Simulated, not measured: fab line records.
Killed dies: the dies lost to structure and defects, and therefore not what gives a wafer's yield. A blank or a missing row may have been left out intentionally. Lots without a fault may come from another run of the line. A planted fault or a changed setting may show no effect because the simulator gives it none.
fab line records :: flow nand-harc
record:
  lots: 6
  wafers: 18
  last-day: 34
route steps=1302 shown P_M1@298
lots with no fault: from the same line, run without faults
start-h: start of the lot's first displayed wafer, in hours after the record's first day :: wait-h: hours from the lot's prior step to this one :: " identical to the entry in the row above :: L1.1+2: a single row standing in for several wafers :: - no value, or no start given :: * or withheld: withheld :: < > ~ a bound
route shown NAME@n: a module of which the file shows steps, and the number in the route of the first :: usual: the fault-free wafers' mean and standard deviation :: same: alike in all rows :: chamber/n: place in a boat :: sites: per-site readings :: _std_site: the standard deviation of these :: _edge_site: mean of outer sites minus mean of inner sites :: radius-mm: how far each site lies from the wafer's centre :: mask NAME#n: copy n :: behind: tool/chamber where the wafer was last shaped :: hold: why the lot went on hold/how many hours it stayed there/how the hold came to an end :: device: the n, p or np transistor that did not switch :: end of line: the route-end tests of the same wafers :: a step with no rows: only its recipe :: killed: at the first sort, the dies lost to defects and structure; wafer yield is something else :: map: the dies of a wafer, with x for killed, . for not killed, _ for no die there
set.NAME: the run value of the setting; set.NAME@STEP: its run value at that earlier step :: model.NAME: the simulator's own value behind a step, which no gauge read
certain route steps with their lots: each step a table, each wafer a row
services: the hour from which a tool's chamber was out of use, counted from the record's first day as start-h (under 0 if before that day), plus the number of hours and why
== steps ==
step: NHARC_P_M1_DESCUM_14
recipe:
  time-s: 3
  o2-flow-sccm: 200
  ar-flow-sccm: 0
  bias-power-w: 0
  chemistry: O2
step: NHARC_P_M1_ETCH_35
recipe:
  target-depth-a: 400
  overetch-a: 120
  time-s: 43.94
  ion-energy-ev: 200
  n2-flow-sccm: 150
  h2-flow-sccm: 150
  ar-flow-sccm: 0
  rf-w: 400
  bias-w: 150
  chemistry: N2/H2
step: NHARC_P_M1_ETCH_15
recipe:
  target-depth-a: 1825
  time-s: 91.2
  c4f8-flow-sccm: withheld
  ar-flow-sccm: 400
  rf-w: 600
  bias-w: 300
  chemistry: C4F8/Ar
step: NHARC_P_M1_CD_MEAS_16
usual:
  cd-nm: 130.1/0.58
lot.wafer: L298.1
tool: cd-sem-01
chamber: -
start-h: 150.37
wait-h: -
cd-nm: 130.5

lot.wafer: L298.2
tool: cd-sem-01
chamber: -
start-h: 150.37
wait-h: -
cd-nm: 130.6

lot.wafer: L298.4
tool: cd-sem-01
chamber: -
start-h: 150.37
wait-h: -
cd-nm: 129.3

lot.wafer: L300.2
tool: cd-sem-03
chamber: -
start-h: 162.96
wait-h: -
cd-nm: 130.7

lot.wafer: L300.3
tool: cd-sem-03
chamber: -
start-h: 162.96
wait-h: -
cd-nm: 129.6

lot.wafer: L300.6
tool: cd-sem-03
chamber: -
start-h: 162.96
wait-h: -
cd-nm: 130.3

lot.wafer: L308.1
tool: cd-sem-01
chamber: -
start-h: 250.42
wait-h: -
cd-nm: 130.6

lot.wafer: L308.4
tool: cd-sem-01
chamber: -
start-h: 250.42
wait-h: -
cd-nm: 129.7

lot.wafer: L308.6
tool: cd-sem-01
chamber: -
start-h: 250.42
wait-h: -
cd-nm: 129.6

lot.wafer: L309.1
tool: cd-sem-02
chamber: -
start-h: 250.89
wait-h: -
cd-nm: 130.7

lot.wafer: L309.5
tool: cd-sem-02
chamber: -
start-h: 250.89
wait-h: -
cd-nm: 130.7

lot.wafer: L309.6
tool: cd-sem-02
chamber: -
start-h: 250.89
wait-h: -
cd-nm: 131.2

lot.wafer: L318.1
tool: cd-sem-03
chamber: -
start-h: 344.68
wait-h: -
cd-nm: 130.3

lot.wafer: L318.2
tool: cd-sem-03
chamber: -
start-h: 344.68
wait-h: -
cd-nm: 130.8

lot.wafer: L318.6
tool: cd-sem-03
chamber: -
start-h: 344.68
wait-h: -
cd-nm: 130.2

lot.wafer: L319.2
tool: cd-sem-03
chamber: -
start-h: 355.25
wait-h: -
cd-nm: 129.6

lot.wafer: L319.3
tool: cd-sem-03
chamber: -
start-h: 355.25
wait-h: -
cd-nm: 129.6

lot.wafer: L319.6
tool: cd-sem-03
chamber: -
start-h: 355.25
wait-h: -
cd-nm: 129.7
step: NHARC_P_M1_STRIP_18
recipe:
  power-w: 1000
  n2-flow-sccm: 150
  h2-flow-sccm: 150
  ar-flow-sccm: 0
  bias-w: 0
  chemistry: N2/H2
usual:
  chamber-pressure-mTorr: 30.000/0.026
  drypump-motor-current-A: 5.8/0.5
  oes-product-au: 0.999/0.0074
  rf-vpp-V: 90.8/1
  showerhead-plenum-p-Torr: 2.05/0.089
  throttle-valve-pct: 14.172/0.0091
lot.wafer: L298.2
tool: rie-diel-06
chamber: 2
start-h: 150.45
wait-h: 0.1
chamber-pressure-mTorr: 29.996
drypump-motor-current-A: 6.5
oes-product-au: 1.003
rf-hours-counter-h: 4
rf-vpp-V: 90.4
showerhead-plenum-p-Torr: 2.11
throttle-valve-pct: 14.168

lot.wafer: L298.1
tool: rie-diel-06
chamber: 0
start-h: 150.45
wait-h: 0.1
chamber-pressure-mTorr: 30.009
drypump-motor-current-A: 6.0
oes-product-au: 1.004
rf-hours-counter-h: 3
rf-vpp-V: 90.3
showerhead-plenum-p-Torr: 2.05
throttle-valve-pct: 14.191

lot.wafer: L298.4
tool: rie-diel-06
chamber: 1
start-h: 150.45
wait-h: 0.1
chamber-pressure-mTorr: 29.989
drypump-motor-current-A: 6.4
oes-product-au: 0.998
rf-hours-counter-h: 3
rf-vpp-V: 88.6
showerhead-plenum-p-Torr: 1.90
throttle-valve-pct: 14.178

lot.wafer: L300.3
tool: rie-diel-07
chamber: 1
start-h: 163.03
wait-h: 0.1
chamber-pressure-mTorr: 30.003
drypump-motor-current-A: 5.9
oes-product-au: 1.003
rf-hours-counter-h: 4
rf-vpp-V: 90.3
showerhead-plenum-p-Torr: 2.08
throttle-valve-pct: 14.167

lot.wafer: L300.2
tool: rie-diel-07
chamber: 0
start-h: 163.03
wait-h: 0.1
chamber-pressure-mTorr: 30.004
drypump-motor-current-A: 5.3
oes-product-au: 0.994
rf-hours-counter-h: 4
rf-vpp-V: 90.2
showerhead-plenum-p-Torr: 2.02
throttle-valve-pct: 14.185

lot.wafer: L300.6
tool: rie-diel-07
chamber: 1
start-h: 163.03
wait-h: 0.1
chamber-pressure-mTorr: 29.994
drypump-motor-current-A: 5.9
oes-product-au: 1.006
rf-hours-counter-h: -
rf-vpp-V: 90.7
showerhead-plenum-p-Torr: 2.08
throttle-valve-pct: 14.187

lot.wafer: L308.1
tool: rie-diel-07
chamber: 1
start-h: 250.52
wait-h: 0.1
chamber-pressure-mTorr: 29.968
drypump-motor-current-A: 5.8
oes-product-au: 1.005
rf-hours-counter-h: 13
rf-vpp-V: 92.2
showerhead-plenum-p-Torr: 2.08
throttle-valve-pct: 14.158

lot.wafer: L308.4
tool: rie-diel-07
chamber: 3
start-h: 250.52
wait-h: 0.1
chamber-pressure-mTorr: 30.011
drypump-motor-current-A: 5.5
oes-product-au: 0.986
rf-hours-counter-h: 13
rf-vpp-V: 92.9
showerhead-plenum-p-Torr: 2.14
throttle-valve-pct: 14.178

lot.wafer: L308.6
tool: rie-diel-07
chamber: 1
start-h: 250.52
wait-h: 0.1
chamber-pressure-mTorr: 30.055
drypump-motor-current-A: 5.8
oes-product-au: 0.997
rf-hours-counter-h: -
rf-vpp-V: 91.2
showerhead-plenum-p-Torr: 2.08
throttle-valve-pct: 14.163

lot.wafer: L309.1
tool: rie-diel-07
chamber: 3
start-h: 250.99
wait-h: 0.1
chamber-pressure-mTorr: 29.973
drypump-motor-current-A: 5.5
oes-product-au: 0.988
rf-hours-counter-h: 14
rf-vpp-V: 90.4
showerhead-plenum-p-Torr: 2.14
throttle-valve-pct: 14.177

lot.wafer: L309.6
tool: rie-diel-07
chamber: 2
start-h: 250.99
wait-h: 0.1
chamber-pressure-mTorr: 29.937
drypump-motor-current-A: 5.1
oes-product-au: 0.996
rf-hours-counter-h: -
rf-vpp-V: 91.4
showerhead-plenum-p-Torr: 2.00
throttle-valve-pct: 14.185

lot.wafer: L309.5
tool: rie-diel-07
chamber: 3
start-h: 250.99
wait-h: 0.1
chamber-pressure-mTorr: 30.002
drypump-motor-current-A: 5.5
oes-product-au: 0.985
rf-hours-counter-h: -
rf-vpp-V: 90.4
showerhead-plenum-p-Torr: 2.14
throttle-valve-pct: 14.179

lot.wafer: L318.2
tool: rie-diel-06
chamber: 1
start-h: 344.76
wait-h: 0.1
chamber-pressure-mTorr: 29.993
drypump-motor-current-A: 6.4
oes-product-au: 0.995
rf-hours-counter-h: 9
rf-vpp-V: 92.5
showerhead-plenum-p-Torr: 2.22
throttle-valve-pct: 14.179

lot.wafer: L318.1
tool: rie-diel-06
chamber: 3
start-h: 344.76
wait-h: 0.1
chamber-pressure-mTorr: 30.004
drypump-motor-current-A: 6.5
oes-product-au: 1.007
rf-hours-counter-h: 8
rf-vpp-V: 93.6
showerhead-plenum-p-Torr: 2.17
throttle-valve-pct: 14.165

lot.wafer: L318.6
tool: rie-diel-06
chamber: 1
start-h: 344.76
wait-h: 0.1
chamber-pressure-mTorr: 30.002
drypump-motor-current-A: 6.4
oes-product-au: 1.004
rf-hours-counter-h: -
rf-vpp-V: 89.5
showerhead-plenum-p-Torr: 2.21
throttle-valve-pct: 14.176

lot.wafer: L319.3
tool: rie-diel-06
chamber: 3
start-h: 355.35
wait-h: 0.1
chamber-pressure-mTorr: 30.018
drypump-motor-current-A: 6.5
oes-product-au: 1.003
rf-hours-counter-h: 10
rf-vpp-V: 91.3
showerhead-plenum-p-Torr: 2.17
throttle-valve-pct: 14.167

lot.wafer: L319.2
tool: rie-diel-06
chamber: 0
start-h: 355.35
wait-h: 0.1
chamber-pressure-mTorr: 29.994
drypump-motor-current-A: 6.0
oes-product-au: 0.990
rf-hours-counter-h: 12
rf-vpp-V: 89.3
showerhead-plenum-p-Torr: 2.03
throttle-valve-pct: 14.166

lot.wafer: L319.6
tool: rie-diel-06
chamber: 3
start-h: 355.35
wait-h: 0.1
chamber-pressure-mTorr: 30.004
drypump-motor-current-A: 6.5
oes-product-au: 1.005
rf-hours-counter-h: -
rf-vpp-V: 92.7
showerhead-plenum-p-Torr: 2.17
throttle-valve-pct: 14.161
step: NHARC_P_M1_ETCH_28
recipe:
  target-depth-a: 300
  over-etch-frac: 0.3
  time-s: 72.99
  ion-energy-ev: 150
  cf4-flow-sccm: 50
  n2-flow-sccm: 100
  ar-flow-sccm: 150
  rf-w: 300
  bias-w: 100
  chemistry: CF4/N2
usual:
  chamber-pressure-mTorr: 30.00/0.033
  drypump-motor-current-A: 5.8/0.5
  oes-product-au: 0.998/0.0072
  rf-vpp-V: 314.5/2
  showerhead-plenum-p-Torr: 2.64/0.11
  throttle-valve-pct: 19.794/0.0088
lot.wafer: L298.4
tool: rie-diel-06
chamber: 1
start-h: -
wait-h: -
chamber-pressure-mTorr: 30.04
drypump-motor-current-A: 6.4
oes-product-au: 0.997
rf-hours-counter-h: 3
rf-vpp-V: 311.8
showerhead-plenum-p-Torr: 2.46
throttle-valve-pct: 19.797

lot.wafer: L298.2
tool: rie-diel-06
chamber: 2
start-h: -
wait-h: -
chamber-pressure-mTorr: 29.99
drypump-motor-current-A: 6.5
oes-product-au: 1.002
rf-hours-counter-h: 4
rf-vpp-V: 316.0
showerhead-plenum-p-Torr: 2.71
throttle-valve-pct: 19.796

lot.wafer: L298.1
tool: rie-diel-06
chamber: 3
start-h: -
wait-h: -
chamber-pressure-mTorr: 30.02
drypump-motor-current-A: 6.5
oes-product-au: 0.998
rf-hours-counter-h: 4
rf-vpp-V: 318.3
showerhead-plenum-p-Torr: 2.81
throttle-valve-pct: 19.788

lot.wafer: L300.3
tool: rie-diel-07
chamber: 3
start-h: -
wait-h: -
chamber-pressure-mTorr: 30.02
drypump-motor-current-A: 5.5
oes-product-au: 0.982
rf-hours-counter-h: 4
rf-vpp-V: 317.4
showerhead-plenum-p-Torr: 2.75
throttle-valve-pct: 19.797

lot.wafer: L300.2
tool: rie-diel-07
chamber: 0
start-h: -
wait-h: -
chamber-pressure-mTorr: 29.97
drypump-motor-current-A: 5.3
oes-product-au: 1.003
rf-hours-counter-h: 4
rf-vpp-V: 312.4
showerhead-plenum-p-Torr: 2.60
throttle-valve-pct: 19.793

lot.wafer: L300.6
tool: rie-diel-07
chamber: 3
start-h: -
wait-h: -
chamber-pressure-mTorr: 29.99
drypump-motor-current-A: 5.4
oes-product-au: 0.981
rf-hours-counter-h: -
rf-vpp-V: 316.9
showerhead-plenum-p-Torr: 2.75
throttle-valve-pct: 19.785

lot.wafer: L308.1
tool: rie-diel-07
chamber: 3
start-h: -
wait-h: -
chamber-pressure-mTorr: 30.03
drypump-motor-current-A: 5.5
oes-product-au: 0.990
rf-hours-counter-h: 13
rf-vpp-V: 317.5
showerhead-plenum-p-Torr: 2.74
throttle-valve-pct: 19.800

lot.wafer: L308.4
tool: rie-diel-07
chamber: 1
start-h: -
wait-h: -
chamber-pressure-mTorr: 29.97
drypump-motor-current-A: 5.9
oes-product-au: 1.004
rf-hours-counter-h: 13
rf-vpp-V: 314.8
showerhead-plenum-p-Torr: 2.67
throttle-valve-pct: 19.793

lot.wafer: L308.6
tool: rie-diel-07
chamber: 3
start-h: -
wait-h: -
chamber-pressure-mTorr: 29.97
drypump-motor-current-A: 5.5
oes-product-au: 0.999
rf-hours-counter-h: -
rf-vpp-V: 315.3
showerhead-plenum-p-Torr: 2.74
throttle-valve-pct: 19.788

lot.wafer: L309.1
tool: rie-diel-07
chamber: 2
start-h: -
wait-h: -
chamber-pressure-mTorr: 29.99
drypump-motor-current-A: 5.1
oes-product-au: 0.992
rf-hours-counter-h: 13
rf-vpp-V: 313.6
showerhead-plenum-p-Torr: 2.58
throttle-valve-pct: 19.786

lot.wafer: L309.5
tool: rie-diel-07
chamber: 1
start-h: -
wait-h: -
chamber-pressure-mTorr: 29.99
drypump-motor-current-A: 5.8
oes-product-au: 0.997
rf-hours-counter-h: -
rf-vpp-V: 314.3
showerhead-plenum-p-Torr: 2.67
throttle-valve-pct: 19.795

lot.wafer: L309.6
tool: rie-diel-07
chamber: 2
start-h: -
wait-h: -
chamber-pressure-mTorr: 30.00
drypump-motor-current-A: 5.1
oes-product-au: 0.990
rf-hours-counter-h: -
rf-vpp-V: 312.9
showerhead-plenum-p-Torr: 2.58
throttle-valve-pct: 19.795

lot.wafer: L318.1
tool: rie-diel-06
chamber: 3
start-h: -
wait-h: -
chamber-pressure-mTorr: 30.00
drypump-motor-current-A: 6.5
oes-product-au: 0.989
rf-hours-counter-h: 8
rf-vpp-V: 317.4
showerhead-plenum-p-Torr: 2.79
throttle-valve-pct: 19.790

lot.wafer: L318.2
tool: rie-diel-06
chamber: 0
start-h: -
wait-h: -
chamber-pressure-mTorr: 30.02
drypump-motor-current-A: 6.0
oes-product-au: 0.989
rf-hours-counter-h: 10
rf-vpp-V: 315.0
showerhead-plenum-p-Torr: 2.61
throttle-valve-pct: 19.785

lot.wafer: L318.6
tool: rie-diel-06
chamber: 0
start-h: -
wait-h: -
chamber-pressure-mTorr: 29.96
drypump-motor-current-A: 6.0
oes-product-au: 0.992
rf-hours-counter-h: -
rf-vpp-V: 313.2
showerhead-plenum-p-Torr: 2.61
throttle-valve-pct: 19.801

lot.wafer: L319.2
tool: rie-diel-06
chamber: 2
start-h: -
wait-h: -
chamber-pressure-mTorr: 29.98
drypump-motor-current-A: 6.4
oes-product-au: 1.014
rf-hours-counter-h: 8
rf-vpp-V: 315.8
showerhead-plenum-p-Torr: 2.69
throttle-valve-pct: 19.801

lot.wafer: L319.3
tool: rie-diel-06
chamber: 0
start-h: -
wait-h: -
chamber-pressure-mTorr: 29.98
drypump-motor-current-A: 6.0
oes-product-au: 1.002
rf-hours-counter-h: 12
rf-vpp-V: 315.2
showerhead-plenum-p-Torr: 2.61
throttle-valve-pct: 19.787

lot.wafer: L319.6
tool: rie-diel-06
chamber: 2
start-h: -
wait-h: -
chamber-pressure-mTorr: 29.96
drypump-motor-current-A: 6.4
oes-product-au: 1.011
rf-hours-counter-h: -
rf-vpp-V: 314.4
showerhead-plenum-p-Torr: 2.69
throttle-valve-pct: 19.783
step: NHARC_P_M1_STRIP_19
recipe:
  time-s: 600
  temp-c: 30
  chemistry: post-etch-residue-remover
step: NHARC_P_M1_DEGAS_29
recipe:
  temp-c: 250
  time-s: 60
usual:
  heater-power-w: 332/35
lot.wafer: L298.4
tool: pvd-sputter-02
chamber: -
start-h: 151.14
wait-h: -
heater-power-w: 343

lot.wafer: L298.2
tool: pvd-sputter-02
chamber: -
start-h: 151.14
wait-h: -
heater-power-w: 350

lot.wafer: L298.1
tool: pvd-sputter-02
chamber: -
start-h: 151.14
wait-h: -
heater-power-w: 309

lot.wafer: L300.3
tool: pvd-sputter-02
chamber: -
start-h: 163.68
wait-h: -
heater-power-w: 364

lot.wafer: L300.2
tool: pvd-sputter-02
chamber: -
start-h: 163.68
wait-h: -
heater-power-w: 308

lot.wafer: L300.6
tool: pvd-sputter-02
chamber: -
start-h: 163.68
wait-h: -
heater-power-w: 345

lot.wafer: L308.4
tool: pvd-sputter-02
chamber: -
start-h: 251.13
wait-h: -
heater-power-w: 364

lot.wafer: L308.1
tool: pvd-sputter-02
chamber: -
start-h: 251.13
wait-h: -
heater-power-w: 372

lot.wafer: L308.6
tool: pvd-sputter-02
chamber: -
start-h: 251.13
wait-h: -
heater-power-w: 353

lot.wafer: L309.1
tool: pvd-sputter-01
chamber: -
start-h: 251.61
wait-h: -
heater-power-w: 421

lot.wafer: L309.6
tool: pvd-sputter-01
chamber: -
start-h: 251.61
wait-h: -
heater-power-w: 300

lot.wafer: L309.5
tool: pvd-sputter-01
chamber: -
start-h: 251.61
wait-h: -
heater-power-w: 419

lot.wafer: L318.1
tool: pvd-sputter-01
chamber: -
start-h: 345.46
wait-h: -
heater-power-w: 296

lot.wafer: L318.2
tool: pvd-sputter-01
chamber: -
start-h: 345.46
wait-h: -
heater-power-w: 287

lot.wafer: L318.6
tool: pvd-sputter-01
chamber: -
start-h: 345.46
wait-h: -
heater-power-w: 290

lot.wafer: L319.3
tool: pvd-sputter-01
chamber: -
start-h: 355.98
wait-h: -
heater-power-w: 297

lot.wafer: L319.2
tool: pvd-sputter-01
chamber: -
start-h: 355.98
wait-h: -
heater-power-w: 291

lot.wafer: L319.6
tool: pvd-sputter-01
chamber: -
start-h: 355.98
wait-h: -
heater-power-w: 300
step: NHARC_P_M1_PRE_CLEAN_30
recipe:
  time-s: 30
  temp-c: 280
  gas: H2/He
usual:
  heater-power-w: 412/44
lot.wafer: L298.1
tool: pvd-sputter-02
chamber: -
start-h: -
wait-h: -
heater-power-w: 456

lot.wafer: L298.4
tool: pvd-sputter-02
chamber: -
start-h: -
wait-h: -
heater-power-w: 418

lot.wafer: L298.2
tool: pvd-sputter-02
chamber: -
start-h: -
wait-h: -
heater-power-w: 373

lot.wafer: L300.3
tool: pvd-sputter-02
chamber: -
start-h: -
wait-h: -
heater-power-w: 452

lot.wafer: L300.2
tool: pvd-sputter-02
chamber: -
start-h: -
wait-h: -
heater-power-w: 447

lot.wafer: L300.6
tool: pvd-sputter-02
chamber: -
start-h: -
wait-h: -
heater-power-w: 445

lot.wafer: L308.1
tool: pvd-sputter-02
chamber: -
start-h: -
wait-h: -
heater-power-w: 453

lot.wafer: L308.4
tool: pvd-sputter-02
chamber: -
start-h: -
wait-h: -
heater-power-w: 434

lot.wafer: L308.6
tool: pvd-sputter-02
chamber: -
start-h: -
wait-h: -
heater-power-w: 426

lot.wafer: L309.1
tool: pvd-sputter-01
chamber: -
start-h: -
wait-h: -
heater-power-w: 347

lot.wafer: L309.6
tool: pvd-sputter-01
chamber: -
start-h: -
wait-h: -
heater-power-w: 360

lot.wafer: L309.5
tool: pvd-sputter-01
chamber: -
start-h: -
wait-h: -
heater-power-w: 506

lot.wafer: L318.1
tool: pvd-sputter-01
chamber: -
start-h: -
wait-h: -
heater-power-w: 362

lot.wafer: L318.2
tool: pvd-sputter-01
chamber: -
start-h: -
wait-h: -
heater-power-w: 429

lot.wafer: L318.6
tool: pvd-sputter-01
chamber: -
start-h: -
wait-h: -
heater-power-w: 366

lot.wafer: L319.3
tool: pvd-sputter-01
chamber: -
start-h: -
wait-h: -
heater-power-w: 507

lot.wafer: L319.2
tool: pvd-sputter-01
chamber: -
start-h: -
wait-h: -
heater-power-w: 364

lot.wafer: L319.6
tool: pvd-sputter-01
chamber: -
start-h: -
wait-h: -
heater-power-w: 430
step: NHARC_P_M1_PVD_20
recipe:
  target-thk-a: 50
  bias-v: 168.6
  power-w: 15000
  chamber-pressure-pa: 0.12
  time-s: 8.06
  substrate-temp-c: 50
  material: TaN
step: NHARC_P_M1_PVD_21
recipe:
  target-thk-a: 300
  chamber-pressure-pa: 5
  power-w: 5000
  substrate-temp-c: 30
  time-s: 20.49
  material: Cu
usual:
  throttle-valve-pct: 29.9/1.3
lot.wafer: L298.2
tool: pvd-sputter-02
chamber: -
start-h: -
wait-h: -
throttle-valve-pct: 30.8

lot.wafer: L298.1
tool: pvd-sputter-02
chamber: -
start-h: -
wait-h: -
throttle-valve-pct: 29.7

lot.wafer: L298.4
tool: pvd-sputter-02
chamber: -
start-h: -
wait-h: -
throttle-valve-pct: 32.2

lot.wafer: L300.3
tool: pvd-sputter-02
chamber: -
start-h: -
wait-h: -
throttle-valve-pct: 32.1

lot.wafer: L300.2
tool: pvd-sputter-02
chamber: -
start-h: -
wait-h: -
throttle-valve-pct: 27.5

lot.wafer: L300.6
tool: pvd-sputter-02
chamber: -
start-h: -
wait-h: -
throttle-valve-pct: 30.7

lot.wafer: L308.4
tool: pvd-sputter-02
chamber: -
start-h: -
wait-h: -
throttle-valve-pct: 30.8

lot.wafer: L308.1
tool: pvd-sputter-02
chamber: -
start-h: -
wait-h: -
throttle-valve-pct: 27.9

lot.wafer: L308.6
tool: pvd-sputter-02
chamber: -
start-h: -
wait-h: -
throttle-valve-pct: 30.7

lot.wafer: L309.1
tool: pvd-sputter-01
chamber: -
start-h: -
wait-h: -
throttle-valve-pct: 28.4

lot.wafer: L309.5
tool: pvd-sputter-01
chamber: -
start-h: -
wait-h: -
throttle-valve-pct: 31.6

lot.wafer: L309.6
tool: pvd-sputter-01
chamber: -
start-h: -
wait-h: -
throttle-valve-pct: 28.5

lot.wafer: L318.1
tool: pvd-sputter-01
chamber: -
start-h: -
wait-h: -
throttle-valve-pct: 31.5

lot.wafer: L318.2
tool: pvd-sputter-01
chamber: -
start-h: -
wait-h: -
throttle-valve-pct: 29.1

lot.wafer: L318.6
tool: pvd-sputter-01
chamber: -
start-h: -
wait-h: -
throttle-valve-pct: 31.6

lot.wafer: L319.2
tool: pvd-sputter-01
chamber: -
start-h: -
wait-h: -
throttle-valve-pct: 29.2

lot.wafer: L319.3
tool: pvd-sputter-01
chamber: -
start-h: -
wait-h: -
throttle-valve-pct: 28.3

lot.wafer: L319.6
tool: pvd-sputter-01
chamber: -
start-h: -
wait-h: -
throttle-valve-pct: 29.1
step: NHARC_P_M1_ECD_22
recipe:
  target-thk-a: 4000
  bath-temp-c: 25
  material: Cu
step: NHARC_P_M1_ANNEAL_31
recipe:
  temp-c: 225
  time-s: 90
usual:
  anneal-temp-c: 225.03/0.19
  anneal-temp-c-max: 226.20/0.25
  wafer_temp_C_max: 225.9/0.3
lot.wafer: L298.1
tool: rtp-anneal-02
chamber: 0
start-h: 151.88
wait-h: 0.3
anneal-temp-c: 224.86
anneal-temp-c-max: 225.84
wafer_temp_C_max: 225.9

lot.wafer: L298.2
tool: rtp-anneal-02
chamber: 0
start-h: 151.88
wait-h: 0.3
anneal-temp-c: 225.10
anneal-temp-c-max: 226.25
wafer_temp_C_max: 225.7

lot.wafer: L298.4
tool: rtp-anneal-02
chamber: 0
start-h: 151.88
wait-h: 0.3
anneal-temp-c: 224.83
anneal-temp-c-max: 225.71
wafer_temp_C_max: 226.2

lot.wafer: L300.2
tool: rtp-anneal-01
chamber: 0
start-h: 164.45
wait-h: -
anneal-temp-c: 225.48
anneal-temp-c-max: 226.65
wafer_temp_C_max: 225.7

lot.wafer: L300.3
tool: rtp-anneal-01
chamber: 0
start-h: 164.45
wait-h: -
anneal-temp-c: 225.42
anneal-temp-c-max: 226.97
wafer_temp_C_max: 225.5

lot.wafer: L300.6
tool: rtp-anneal-01
chamber: 0
start-h: 164.45
wait-h: -
anneal-temp-c: 225.14
anneal-temp-c-max: 226.08
wafer_temp_C_max: 226.0

lot.wafer: L308.1
tool: rtp-anneal-01
chamber: -
start-h: 251.87
wait-h: 0.3
anneal-temp-c: -
anneal-temp-c-max: -
wafer_temp_C_max: -

lot.wafer: L308.4
tool: rtp-anneal-01
chamber: -
start-h: 251.87
wait-h: 0.3
anneal-temp-c: -
anneal-temp-c-max: -
wafer_temp_C_max: -

lot.wafer: L308.6
tool: rtp-anneal-01
chamber: -
start-h: 251.87
wait-h: 0.3
anneal-temp-c: -
anneal-temp-c-max: -
wafer_temp_C_max: -

lot.wafer: L309.1
tool: rtp-anneal-01
chamber: -
start-h: 252.48
wait-h: 0.3
anneal-temp-c: -
anneal-temp-c-max: -
wafer_temp_C_max: -

lot.wafer: L309.5
tool: rtp-anneal-01
chamber: -
start-h: 252.48
wait-h: 0.3
anneal-temp-c: -
anneal-temp-c-max: -
wafer_temp_C_max: -

lot.wafer: L309.6
tool: rtp-anneal-01
chamber: -
start-h: 252.48
wait-h: 0.3
anneal-temp-c: -
anneal-temp-c-max: -
wafer_temp_C_max: -

lot.wafer: L318.1
tool: rtp-anneal-01
chamber: 0
start-h: 346.20
wait-h: -
anneal-temp-c: 225.12
anneal-temp-c-max: 226.22
wafer_temp_C_max: 226.1

lot.wafer: L318.2
tool: rtp-anneal-01
chamber: 0
start-h: 346.20
wait-h: -
anneal-temp-c: 225.10
anneal-temp-c-max: 226.35
wafer_temp_C_max: 225.7

lot.wafer: L318.6
tool: rtp-anneal-01
chamber: 0
start-h: 346.20
wait-h: -
anneal-temp-c: 224.99
anneal-temp-c-max: 226.05
wafer_temp_C_max: 226.2

lot.wafer: L319.2
tool: rtp-anneal-02
chamber: 0
start-h: 356.90
wait-h: -
anneal-temp-c: 225.26
anneal-temp-c-max: 226.48
wafer_temp_C_max: 225.6

lot.wafer: L319.3
tool: rtp-anneal-02
chamber: 0
start-h: 356.90
wait-h: -
anneal-temp-c: 225.44
anneal-temp-c-max: 226.71
wafer_temp_C_max: 226.0

lot.wafer: L319.6
tool: rtp-anneal-02
chamber: 0
start-h: 356.90
wait-h: -
anneal-temp-c: 225.39
anneal-temp-c-max: 226.42
wafer_temp_C_max: 225.7
step: NHARC_P_M1_CMP_23
recipe:
  t-overpolish-s: 20
  target-thk-nm: 157.82
== services ==
tool: rie-diel-06
chamber: -
start-h: 130.21
hours: 9.0
kind: pm

tool: rie-diel-06
chamber: 0
start-h: 130.21
hours: 9.0
kind: vent-cycle

tool: rie-diel-06
chamber: 1
start-h: 130.21
hours: 9.0
kind: vent-cycle

tool: rie-diel-06
chamber: 2
start-h: 130.21
hours: 9.0
kind: vent-cycle

tool: rie-diel-06
chamber: 3
start-h: 130.21
hours: 9.0
kind: vent-cycle

tool: rie-diel-06
chamber: 0
start-h: 139.21
hours: -
kind: clean

tool: rie-diel-06
chamber: 1
start-h: 139.21
hours: -
kind: clean

tool: rie-diel-06
chamber: 1
start-h: 139.21
hours: -
kind: consumable-replace:focus-ring

tool: rie-diel-06
chamber: 2
start-h: 139.21
hours: -
kind: clean

tool: rie-diel-06
chamber: 3
start-h: 139.21
hours: -
kind: clean

tool: rie-diel-07
chamber: 0
start-h: 150.75
hours: -
kind: clean

tool: rie-diel-07
chamber: 1
start-h: 150.75
hours: -
kind: clean

tool: rie-diel-07
chamber: 2
start-h: 150.75
hours: -
kind: clean

tool: pvd-sputter-01
chamber: -
start-h: 226.00
hours: 10.0
kind: pm

tool: rie-diel-06
chamber: 2
start-h: 265.23
hours: 6.5
kind: repair

tool: pvd-sputter-02
chamber: -
start-h: 276.17
hours: 1.2
kind: repair

tool: pvd-sputter-02
chamber: -
start-h: 282.08
hours: 10.0
kind: pm

tool: rie-diel-07
chamber: 3
start-h: 283.61
hours: 12.9
kind: repair

tool: pvd-sputter-02
chamber: -
start-h: 292.59
hours: 1.7
kind: repair

tool: rie-diel-07
chamber: -
start-h: 294.25
hours: 9.0
kind: pm

tool: rie-diel-06
chamber: -
start-h: 307.64
hours: 9.0
kind: pm

tool: pvd-sputter-02
chamber: -
start-h: 317.60
hours: 2.1
kind: repair

tool: rie-diel-06
chamber: 2
start-h: 342.41
hours: 6.6
kind: repair

tool: pvd-sputter-01
chamber: -
start-h: 350.29
hours: 4.9
kind: repair
== key ==
first-sign:
  step: NHARC_P_M1_ANNEAL_31
  reading: tool-record
  direction: missing
effect none on later readings
met-at NHARC_P_M1_ANNEAL_31
struck-wafers L308.1,L308.4,L308.6,L309.1,L309.5,L309.6
sort-left-out L308.1,L308.4,L308.6,L309.1,L309.5,L309.6
onset-between 164.45 251.87
fault:
  kind: skipped-step-whole
  tool: rtp-anneal-01
  chamber: -
  onset-h: 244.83
  steps: NHARC_P_M1_ANNEAL_31
  scope: struck-lots-only
sort-left-out: the simulated sort isn't trusted on such a fault, so these wafers' sort isn't shown, and their yield isn't known
